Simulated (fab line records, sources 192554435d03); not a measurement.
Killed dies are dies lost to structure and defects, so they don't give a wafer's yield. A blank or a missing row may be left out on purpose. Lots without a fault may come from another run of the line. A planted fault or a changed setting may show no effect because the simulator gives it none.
fab line records | flow n5_finfet
record lots=4 wafers=12 last_day=18
route steps=1938 shown BEOL_M9@1464 BEOL_M10@1470 PASSIVATION@1936
lots that met no fault: from a run of the same line without faults
start_h: hours from the record's first day to the start of the lot's first wafer shown | wait_h: hours since the lot's step before | " the same as in the row above | L1.1+2: a row that stands for several wafers | - no value, or no start given | * or withheld: withheld | < > ~ a bound
route shown NAME@n: a module of which the file shows steps, and the number in the route of the first | usual: mean/standard deviation of fault-free wafers | same: alike in all rows | chamber/n: place in a boat | sites: the reading at each site | _std_site: their standard deviation | _edge_site: outer sites' mean less inner sites' | radius_mm: how far each site lies from the wafer's centre | mask NAME#n: copy n | behind: the tool/chamber that last shaped the wafer | hold: why the lot was held/for how many hours/how that ended | device: the transistor (n, p or np) that didn't switch | end of line: the same wafers' tests at the end of the route | a step without rows: its recipe alone | killed: dies lost to structure and defects at the first sort, not the wafer's yield | map: a wafer's dies, x killed, . not, _ none there
set.NAME: the setting as run; set.NAME@STEP: as run at that earlier step | model.NAME: the simulator's own value behind a step, which no gauge read
lots at some steps of the route; a table a step, a row a wafer
services: from which hour (start_h, from the record's first day; less than 0 if before it) a tool's chamber was out of use, for how many hours, and why
## steps
# step N5_BEOL_M9_CMP_52
# recipe stop_on=SiCOH_lowk t_overpolish_s=7 down_force_psi=1 platen_rpm=50 clearing_platen_down_force_psi=1.5 clearing_platen_rpm=50 post_cmp_clean=cu_alkaline target_thk_nm=140 clearing_platen_pad_velocity_m_s=0.99484 pad_velocity_m_s=0.99484
# step N5_BEOL_M9_PRE_CLEAN_55
# recipe gas=NH3 time_s=15 temp_c=withheld rf_power_w=300
# step N5_BEOL_M9_DEP_56
# recipe material=SiCN target_thk_a=150 temp_c=withheld precursor=3MS/NH3 pressure_torr=3 rf_w=202 time_s=26.5
# step N5_BEOL_M10_ILD_DEP_00
# recipe material=SiCOH_lowk target_thk_a=3085.1 temp_c=300 precursor=DEMS/porogen pressure_torr=5 rf_w=500 time_s=58
# step N5_BEOL_M10_CURE_71
# recipe temp_c=385 time_s=240 ambient=He/Ar material=SiCOH_lowk
# step N5_BEOL_M10_PECVD_70
# recipe material=SiO2 target_thk_a=200 temp_c=400 precursor=TEOS/O2 pressure_torr=5.5 rf_w=450 teos_flow_sccm=53.8 gas=O2 flow_sccm=3000 time_s=22.7
# step N5_BEOL_M10_HM_DEP_02
# recipe material=TiN target_thk_a=200 temp_c=25 chamber_pressure_pa=0.49996
# step N5_BEOL_M10_COAT_59
# recipe resist=SOC temp_c=250 time_s=60 spin_rpm=1500 resist_thk_nm=100
# step N5_BEOL_M10_COAT_60
# recipe resist=SiARC temp_c=220 time_s=60 spin_rpm=1500 resist_thk_nm=30
# usual plate_temp_C=219.98/0.16 spin_speed_rpm=1500.2/0.98
# columns lot.wafer tool chamber start_h wait_h plate_temp_C spin_speed_rpm model.SiARC_of_BEOL_M10_COAT_60.thk_nm
L458.2 litho_track-01 0 280.76 - 219.66 1499.0 30
L458.5 " 0 " " 219.80 1501.0 30
L458.6 " 0 " " 220.11 1501.2 30
L464.1 litho_track-01 0 296.04 - 219.66 1425.4 30.8
L464.2 " 0 " " 219.95 1425.5 31
L464.6 " 0 " " 219.92 1424.1 31
L467.2 litho_track-01 0 325.53 - 219.92 1423.3 30.8
L467.4 " 0 " " 219.62 1423.3 30.8
L467.6 " 0 " " 219.74 1424.7 30.8
L475.1 litho_track-02 0 368.25 - 219.95 1500.6 30
L475.2 " 0 " " 220.04 1499.8 30
L475.3 " 0 " " 219.78 1499.4 30
# step N5_BEOL_M10_COAT_05
# recipe resist=CAR-ArF spin_rpm=1500 resist_thk_nm=90
# step N5_BEOL_M10_EBR_07
# recipe solvent=PGMEA ebr_width_mm=1.5
# step N5_BEOL_M10_SOFTBAKE_06
# recipe temp_c=110 time_s=60 resist=CAR-ArF
# step N5_BEOL_M10_EXPOSE_08
# recipe mask_id=M10 na=1.35 source_shape=dipole sigma_inner=0.411 sigma_outer=0.611 polarization=te dose_mj=53.75
# step N5_BEOL_M10_PEB_09
# recipe peb_temp_c=withheld peb_time_s=60 resist=CAR-ArF
# step N5_BEOL_M10_DEVELOP_10
# recipe develop_time_s=30 developer=TMAH resist=CAR-ArF rinse_liquid=diw dry=air_spin dev_temp_c=23
# step N5_BEOL_M10_DESCUM_16
# recipe chemistry=O2 time_s=7.9 source_power_w=50 bias_power_w=20 pressure_mtorr=20 rf_frequency_hz=2.712e+07 temp_c=40 resist=CAR-ArF o2_flow_sccm=225
# step N5_BEOL_M10_ETCH_61
# recipe chemistry=CF4 target=SiARC target_depth_a=390 mask_material=CAR-ArF time_s=65 ion_energy_ev=80 pressure_mtorr=40 source_w=545 bias_w=36 Ar_flow_sccm=100 cf4_flow_sccm=100 ends=cleared
# usual drypump_motor_current_A=6.0/0.59 etch_rf_on_time_s=65.1/1.6 oes_product_au=0.68/0.084 rf_vpp_V=184.4/1.2 showerhead_plenum_p_Torr=2.17/0.076 throttle_valve_pct=15.53/0.22
# columns lot.wafer tool chamber start_h wait_h drypump_motor_current_A etch_rf_on_time_s oes_product_au rf_hours_counter_h rf_vpp_V showerhead_plenum_p_Torr throttle_valve_pct model.etch.depth_nm model.CAR-ArF_of_BEOL_M10_COAT_05.thk_nm
L458.2 rie_diel-01 1 281.13 0.0 6.1 62.4 0.68 129 185.6 2.23 15.62 30.06 55.6
L458.5 " 3 " " 5.1 64.0 0.69 - 183.1 2.09 15.42 30.09 55.4
L458.6 " 2 " " 4.9 65.9 0.59 - 183.0 2.03 15.67 30.04 55.6
L464.1 rie_diel-02 2 297.11 0.0 5.7 66.0 0.66 126 183.2 2.14 15.59 30.78 55
L464.2 " 1 " " 6.5 67.7 0.73 61 184.5 2.26 15.33 30.93 54.8
L464.6 " 0 " " 6.2 67.6 0.58 - 185.0 2.20 15.48 30.92 55
L467.2 rie_diel-01 1 325.89 0.0 6.1 64.0 0.67 147 185.4 2.23 15.63 30.74 55
L467.4 " 3 " " 5.1 65.1 0.68 103 183.1 2.09 15.47 30.76 55.2
L467.6 " 2 " " 4.9 67.9 0.58 - 183.0 2.03 15.71 30.75 54.8
L475.1 rie_diel-02 0 368.73 0.0 6.2 66.4 0.79 8 184.5 2.20 15.02 30.02 55.4
L475.2 " 3 " " 6.0 64.6 0.71 92 185.7 2.26 15.76 30.04 55.2
L475.3 " 1 " " 6.5 66.2 0.70 88 184.5 2.25 15.39 30.06 55.4
# step N5_BEOL_M10_ETCH_62
# recipe chemistry=N2/H2 target=SOC target_depth_a=1100 overetch_a=220 mask_material=SiARC temp_c=40 time_s=165 ion_energy_ev=200 pressure_mtorr=30 source_w=840 bias_w=150 n2_flow_sccm=200 h2_flow_sccm=200
# usual drypump_motor_current_A=6.0/0.59 oes_product_au=0.68/0.078 rf_vpp_V=524.9/2.6 showerhead_plenum_p_Torr=2.58/0.091 throttle_valve_pct=17.74/0.24
# columns lot.wafer tool chamber start_h wait_h drypump_motor_current_A oes_product_au rf_hours_counter_h rf_vpp_V showerhead_plenum_p_Torr throttle_valve_pct model.SiARC_of_BEOL_M10_COAT_60.thk_nm
L458.2 rie_diel-01 1 281.18 0.0 6.1 0.66 129 526.8 2.66 17.96 23.2
L458.5 " 3 " " 5.1 0.68 - 521.5 2.47 17.54 23.6
L458.6 " 2 " " 4.9 0.59 - 521.2 2.42 17.98 23.8
L464.1 rie_diel-02 2 297.16 0.0 5.7 0.65 126 523.8 2.56 18.06 24
L464.2 " 1 " " 6.5 0.73 61 528.7 2.69 17.53 24.4
L464.6 " 0 " " 6.2 0.58 - 525.3 2.60 17.58 24.4
L467.2 rie_diel-01 1 325.94 0.0 6.1 0.65 147 526.8 2.66 18.01 24
L467.4 " 3 " " 5.1 0.66 103 521.3 2.47 17.57 24.4
L467.6 " 2 " " 4.9 0.58 - 520.0 2.41 18.01 24.6
L475.1 rie_diel-02 0 368.78 0.0 6.3 0.80 8 527.7 2.60 17.10 23.6
L475.2 " 3 " " 6.0 0.70 92 529.1 2.67 17.78 23.6
L475.3 " 1 " " 6.5 0.70 88 528.9 2.68 17.57 23.6
# step N5_BEOL_M10_STRIP_68
# recipe chemistry=N2/H2 temp_c=40 n2_flow_sccm=200 h2_flow_sccm=200 rf_frequency_hz=6e+07
# step N5_PASSIVATION_PROBE_49
# usual defect_limited_yield=91.2/1.5 killed_at_M0_to_M3=33/9.6 killed_at_M4_up=14/5.6 killed_at_contacts=14/5.5 killed_at_front_end=40/13 killed_at_other=4/3 killed_dies=104/17 killed_open=68/13 killed_short=33/7.2 sort_bin_5_function=5.2/0.95 sort_bin_6_memory=3.3/0.62 sort_n_pass=1076/17 sort_yield_pct=91.2/1.5
# same gross_dies=1180 killed_at_back_side=0 sort_bin_4_leakage[%]=0 sort_bin_8_speed[%]=0
# columns lot.wafer tool chamber start_h wait_h defect_limited_yield[%] killed_at_M0_to_M3 killed_at_M4_up killed_at_contacts killed_at_front_end killed_at_other killed_dies killed_open killed_short sort_bin_5_function[%] sort_bin_6_memory[%] sort_n_pass sort_yield_pct[%]
L464.2 prober-02 - 346.90 0.1 92.1 27 10 13 40 3 93 58 35 4.7 2.8 1087 92.1
# killed by level:class
L464.2 MOL_CONTACT_COAG:geometric_particle:open=10 DUMMY_GATE:geometric_particle:open=9 GATE_CUT:geometric_particle:short=8 BEOL_M2:geometric_particle:open=8 STI_FIN_REVEAL:geometric_particle:open=6 BEOL_M0_SAQP:geometric_particle:open=5 FIN_SAQP:geometric_particle:open=4 BEOL_M0_SAQP:geometric_particle:short=4
## services
# columns tool chamber start_h hours kind
rie_diel-02 2 306.72 4.8 repair
rie_diel-02 0 313.32 - clean
rie_diel-02 0 313.32 - consumable_replace:focus_ring
rie_diel-02 0 313.32 30.2 scheduled_down
rie_diel-02 0 313.32 30.2 vent_cycle
rie_diel-02 3 317.48 4.5 repair
rie_diel-02 3 329.20 11.3 repair
rie_diel-02 2 332.84 7.0 repair
litho_track-02 - 337.18 - consumable_replace:filter
rie_diel-01 3 344.13 12.7 repair
rie_diel-01 2 357.00 - clean
rie_diel-01 2 357.00 - consumable_replace:focus_ring
rie_diel-01 2 357.00 - consumable_replace:showerhead
rie_diel-01 2 357.00 21.3 scheduled_down
rie_diel-01 2 357.00 21.3 vent_cycle
## key
first_sign step=N5_BEOL_M10_COAT_60 reading=spin_speed_rpm direction=down sigmas=77 usual=* struck=*
effect none on later readings
model_effect step=N5_BEOL_M10_COAT_60 value=SiARC_of_BEOL_M10_COAT_60.thk_nm without=30.07 struck=30.87
model_effect step=N5_BEOL_M10_ETCH_61 value=etch.depth_nm without=30.03 struck=30.81
model_effect step=N5_BEOL_M10_ETCH_62 value=SiARC_of_BEOL_M10_COAT_60.thk_nm without=23.5 struck=24.3
met_at N5_BEOL_M10_COAT_60
struck_wafers L464.1,L464.2,L464.6,L467.2,L467.4,L467.6
onset_between 280.76 296.04
fault kind=process_parameter_drift tool=litho_track-01 chamber=- onset_h=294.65 steps=N5_BEOL_M10_COAT_60 channel=spin_rpm offset=* shape=step end_h=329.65 acts_in=* stated=*
